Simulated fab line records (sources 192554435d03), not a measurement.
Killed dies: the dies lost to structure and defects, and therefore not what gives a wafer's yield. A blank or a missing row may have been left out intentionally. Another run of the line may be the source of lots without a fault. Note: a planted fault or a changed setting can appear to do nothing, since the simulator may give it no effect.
Which tool is to blame? ; flow n5 finfet ; 9 lots, 27 wafers sampled, at 5 steps of a route of 1938

## WHAT THE GAUGES SHOWED, per wafer
N5_BEOL_M4_RC_MEAS_101. Usual: DIBL_N 36.4 mV/V, standard deviation 1.5; DIBL_P 36.4 mV/V, standard deviation 1.6; IOFF_N 0.164 nA/um, standard deviation 0.025; IOFF_P 0.214 nA/um, standard deviation 0.028; ION_N 675 uA/um, standard deviation 9.9; ION_P 463 uA/um, standard deviation 6.5; SS_N 71.5 mV/dec, standard deviation 0.5; SS_P 73.3 mV/dec, standard deviation 0.56; VT_N 249.2 mV, standard deviation 2.7; VT_P -250.1 mV, standard deviation 2.8.
lot;measured;on;DIBL_N (mV/V);DIBL_P (mV/V);IOFF_N (nA/um);IOFF_P (nA/um);ION_N (uA/um);ION_P (uA/um);SS_N (mV/dec);SS_P (mV/dec);VT_N (mV);VT_P (mV);flag
L820;day 7 20:11;prober-02;36.5 37.0 37.2;35.4 36.7 36.3;0.134 0.155 0.149;0.171 0.186 0.185;664 688 660;453 458 451;71.2 70.7 70.8;73.7 73.7 73.2;250.4 248.1 251.0;-256.0 -253.7 -256.5;
L821;day 8 09:56;prober-01;37.4 38.5 36.1;35.4 37.0 33.7;0.145 0.171 0.129;0.213 0.250 0.190;671 678 659;465 470 459;70.9 71.7 71.3;73.9 74.0 73.2;251.9 249.3 254.3;-249.3 -245.5 -250.1;
L822;day 8 12:26;prober-02;35.8 36.0 35.8;37.5 37.2 36.9;0.165 0.168 0.166;0.224 0.219 0.208;677 682 687;471 467 467;71.8 71.8 70.9;73.8 73.6 73.2;249.6 247.4 248.3;-249.5 -249.8 -250.5;
L835;day 12 00:56;prober-02;35.4 35.3 36.4;33.4 34.4 35.1;0.136 0.144 0.163;0.170 0.180 0.200;675 672 685;462 458 472;71.7 71.2 71.6;72.2 72.3 72.8;252.1 252.8 251.1;-252.7 -253.9 -253.5;
L838;day 12 12:46;prober-02;36.6 37.7 36.6;36.1 37.9 36.4;0.169 0.189 0.160;0.222 0.250 0.222;680 681 669;464 469 469;72.2 71.9 72.1;74.0 73.8 74.0;246.4 244.4 248.8;-247.6 -248.1 -249.1;
L840;day 13 00:23;prober-01;37.0 36.1 36.7;37.4 36.9 37.4;0.161 0.150 0.152;0.218 0.207 0.208;674 677 669;463 464 464;71.5 72.0 71.9;73.1 72.8 73.1;247.9 247.4 248.8;-252.6 -249.7 -250.3;
L843;day 13 15:23;prober-02;37.4 36.6 37.8;37.1 36.1 36.8;0.184 0.164 0.174;0.225 0.212 0.218;675 674 678;464 457 459;71.4 71.6 71.2;73.8 73.7 74.1;246.9 251.0 249.6;-250.5 -251.4 -249.9;

## TOOL THAT RAN EACH LOT (tool first, then ch and the chambers of the sampled wafers, then the start)
lot;N5_HKMG_FIN_ALD_71;N5_GATE_CUT_ETCH_56;N5_GATE_CUT_ETCHBACK_30;N5_GATE_CUT_CMP_02
L820;ald metal-03 ch 0,3, day 4 05:22;rie metal-01 ch 0,1, day 4 08:03;rie metal-01 ch 0,1, day 4 08:10;cmp-03 ch 0,1,2, day 4 11:00
L821;ald metal-03 ch 0,1,3, day 4 11:05;rie metal-01 ch 0,1, day 4 13:39;rie metal-01 ch 0,1, day 4 13:44;cmp-04 ch 0,1,2, day 4 16:31
L822;ald metal-02 ch 0,1,2, day 4 22:13;rie metal-01 ch 0,1, day 5 00:50;rie metal-01 ch 0,1, day 5 00:55;cmp-04 ch 1,2,3, day 5 03:59
L828;ald metal-04 ch 0,3, day 6 04:29;rie metal-01 ch 0, day 6 06:58;rie metal-01 ch 0, day 6 07:04;cmp-04 ch 1,3, day 6 10:03
L829;ald metal-02 ch 0,2,3, day 6 10:41;rie metal-01 ch 0,1, day 6 13:10;rie metal-01 ch 0,1, day 6 13:16;cmp-04 ch 1,3, day 6 16:09
L835;ald metal-03 ch 0,1,3, day 8 03:07;rie metal-03 ch 0,1, day 8 05:36;rie metal-03 ch 0,1, day 8 05:41;cmp-01 ch 0,3, day 8 08:35
L838;ald metal-02 ch 0,1,3, day 8 15:10;rie metal-01 ch 0,1, day 8 17:39;rie metal-01 ch 0,1, day 8 17:44;cmp-04 ch 0,1,2, day 8 22:42
L840;ald metal-03 ch 1,2,3, day 9 04:59;rie metal-01 ch 0,1, day 9 07:28;rie metal-01 ch 0,1, day 9 07:33;cmp-03 ch 0,1,3, day 9 10:19
L843;ald metal-02 ch 0,2,3, day 10 01:17;rie metal-01 ch 0,1, day 10 03:48;rie metal-01 ch 0,1, day 10 03:52;cmp-04 ch 1,2,3, day 10 06:42
- N5_HKMG_FIN_ALD_71: deposits TiN, target thk 1 nm, pulse time 1 s, purge time 3 s.
- N5_GATE_CUT_ETCH_56: etches TiN in Cl2/Ar, target depth 21.6 nm.
- N5_GATE_CUT_ETCHBACK_30: etches TiN in Cl2/Ar, target depth 3 nm.
- N5_GATE_CUT_CMP_02: polishes, stops on SiO2, t overpolish 12.7 s, target thk 0 nm.

## AS READ BY THE TOOLS THEMSELVES (means over the sampled wafers that have a number; for cases with no such wafer, the mark the record gives instead)
N5_HKMG_FIN_ALD_71. Usual: chamber pressure Torr 3.000 Torr, standard deviation 0.006; heater power w 885 W, standard deviation 89; precursor pulse height rel 1.001, standard deviation 0.021.
lot;tool;chamber pressure Torr (Torr);heater power w (W);precursor pulse height rel;flag
L820;ald metal-03;2.997;850;1.003;
L821;ald metal-03;2.997;813;1.000;
L822;ald metal-02;3.000;836;1.016;
L828;ald metal-04;2.999;949;1.016;
L829;ald metal-02;2.998;880;1.004;
L835;ald metal-03;2.998;812;0.994;
L838;ald metal-02;2.986;870;1.009;
L840;ald metal-03;3.003;825;1.001;
L843;ald metal-02;3.006;901;1.004;

N5_GATE_CUT_ETCH_56. Usual: bias w 60.01 W, standard deviation 0.18; chamber pressure mTorr 10.000 mTorr, standard deviation 0.011; drypump motor current A 5.9 A, standard deviation 0.46; oes product au 0.78 a.u., standard deviation 0.1; throttle valve pct 20.87 %, standard deviation 0.22.
lot;tool;bias w (W);chamber pressure mTorr (mTorr);drypump motor current A (A);oes product au (a.u.);throttle valve pct (%);flag
L820;rie metal-01;60.03;10.004;5.9;0.72;20.92;
L821;rie metal-01;59.97;10.019;5.8;0.78;20.84;
L822;rie metal-01;60.07;9.993;5.7;0.78;20.84;
L828;rie metal-01;-;-;-;-;-;OFF
L829;rie metal-01;-;-;-;-;-;OFF
L835;rie metal-03;60.01;10.002;5.9;0.84;20.80;
L838;rie metal-01;60.08;10.007;5.7;0.76;20.86;
L840;rie metal-01;60.08;9.988;5.8;0.76;20.86;
L843;rie metal-01;60.22;9.987;5.9;0.70;20.94;

N5_GATE_CUT_ETCHBACK_30. Usual: drypump motor current A 5.9 A, standard deviation 0.46; oes product au 0.78 a.u., standard deviation 0.1; throttle valve pct 20.87 %, standard deviation 0.22.
lot;tool;drypump motor current A (A);oes product au (a.u.);throttle valve pct (%);flag
L820;rie metal-01;5.9;0.72;20.91;
L821;rie metal-01;5.7;0.79;20.83;
L822;rie metal-01;5.7;0.79;20.84;
L828;rie metal-01;6.0;0.66;21.00;
L829;rie metal-01;5.7;0.77;20.85;
L835;rie metal-03;5.9;0.83;20.80;
L838;rie metal-01;5.8;0.76;20.87;
L840;rie metal-01;5.8;0.75;20.86;
L843;rie metal-01;5.9;0.71;20.94;

N5_GATE_CUT_CMP_02. Usual: edge zone pressure frac 1.000, standard deviation 0.0047; motor current A 9.5 A, standard deviation 0.78; overpolish run s 12.699 s, standard deviation 0.0091; retaining ring pressure frac 1.000, standard deviation 0.0048; time to endpoint s 25.9 s, standard deviation 2.
lot;tool;edge zone pressure frac;motor current A (A);overpolish run s (s);retaining ring pressure frac;time to endpoint s (s);flag
L820;cmp-03;0.996;9.0;12.702;1.001;24.3;
L821;cmp-04;0.999;9.7;12.703;1.004;23.9;
L822;cmp-04;0.999;9.2;12.705;0.999;25.6;
L828;cmp-04;1.001;9.3;12.693;0.996;27.8;
L829;cmp-04;1.000;9.3;12.695;1.000;27.3;
L835;cmp-01;1.001;9.6;12.701;1.002;26.9;
L838;cmp-04;1.002;9.4;12.700;1.002;23.5;
L840;cmp-03;0.999;9.9;12.699;0.995;22.9;
L843;cmp-04;1.003;9.2;12.706;1.001;27.1;

## THE ANSWER, worked out from the rows above alone
Rule: lot off if the mean of its wafers having a number is beyond 3 standard deviations from the usual mean. A lot without any number at a reading at which 4 lots or more have one is off too. The other lots that the step has rows for count as sound. The gauges are gone through in route order, then the tools' own readings, and for those a lot's mean is taken as printed above. At the first step where some lot is off, the reading lying furthest off is the one used; lots without a number count as furthest.
Off: L828, L829, at N5_GATE_CUT_ETCH_56 (bias w). Without a number there: L828, L829.
A tool fits if, at that step or a process step before it, it ran every lot that is off, and no sound lot after the first of them. No candidate that was tried fits.

## WHAT THE SIMULATOR HAD INSERTED
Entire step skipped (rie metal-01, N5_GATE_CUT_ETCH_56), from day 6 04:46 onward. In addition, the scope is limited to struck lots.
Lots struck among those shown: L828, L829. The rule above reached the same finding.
